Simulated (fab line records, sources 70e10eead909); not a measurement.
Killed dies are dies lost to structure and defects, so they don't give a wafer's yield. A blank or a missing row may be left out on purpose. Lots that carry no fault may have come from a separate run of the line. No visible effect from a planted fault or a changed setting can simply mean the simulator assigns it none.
One fault seen from 2 desks | flow nandHarc | only its own numbers are on each desk; what lay behind them is given at the end

== AT THE TOOL OWNER'S DESK: lithoTrack-01 ==
The tool's own readings at NHARC_P_CONTACT_DEVELOP_11 (develop time 35 s): means of the sampled wafers that have a number, for each lot that ran on this tool. Any lot whose mean is over 4 standard deviations away from the usual mean is out of limits and marked OUT; that distance is given in the brackets.
Columns: A = developerTempC at NHARC_P_CONTACT_DEVELOP_11, usual 23.01 C
lot  | first seen here | A
L903 | day 5 21:00     | 22.93
L912 | day 7 20:00     | 24.01 (+9.1) OUT
L915 | day 9 05:00     | 23.81 (+7.3) OUT
This desk finds L912, L915 out of limits, L912 being first, at day 7 20:00 (developerTempC at NHARC_P_CONTACT_DEVELOP_11). L903 stayed within limits.

== THE METROLOGY DESK ==
Means of the sampled wafers that have a number, per lot and without regard to the tool the lot ran on: this is what the gauges read. Any lot whose mean is over 4 standard deviations away from the usual mean is out of limits and marked OUT; that distance is given in the brackets.
Columns: A = cdNm at NHARC_P_GATE_CD_MEAS_26, usual 120.3 nm
lot  | first seen here | A
L903 | day 5 01:27     | 120.1
L904 | day 5 01:37     | 120.7
L905 | day 5 09:58     | 120.7
L909 | day 6 12:20     | 120.7
L912 | day 6 23:43     | 120.2
L911 | day 7 00:22     | 121.0
L914 | day 8 02:09     | 120.5
L915 | day 8 02:19     | 120.2
L917 | day 8 15:11     | 120.7
L920 | day 9 05:41     | 119.1
L922 | day 9 15:08     | 120.4
L923 | day 10 01:23    | 120.6
L924 | day 10 04:11    | 119.9
This desk found nothing out of limits on any of the 13 lots.

== ALL TOGETHER ==
The tool owner's desk could have raised an alarm at day 7 20:00, on L912, L915.
Nothing out of limits was seen by the metrology desk.
The metrology desk has L912, L915 on record, within its limits.
NHARC_P_CONTACT_DEVELOP_11 was run on lithoTrack-01 by each of the lots named.

== WHAT THE SIMULATOR HAD INSERTED ==
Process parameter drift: lithoTrack-01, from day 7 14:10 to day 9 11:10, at NHARC_P_CONTACT_DEVELOP_11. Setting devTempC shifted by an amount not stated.
Lots struck among those shown: L912, L915.
Delay in hours, fault start to first out-of-limits reading, by desk: the tool owner's desk at 6.
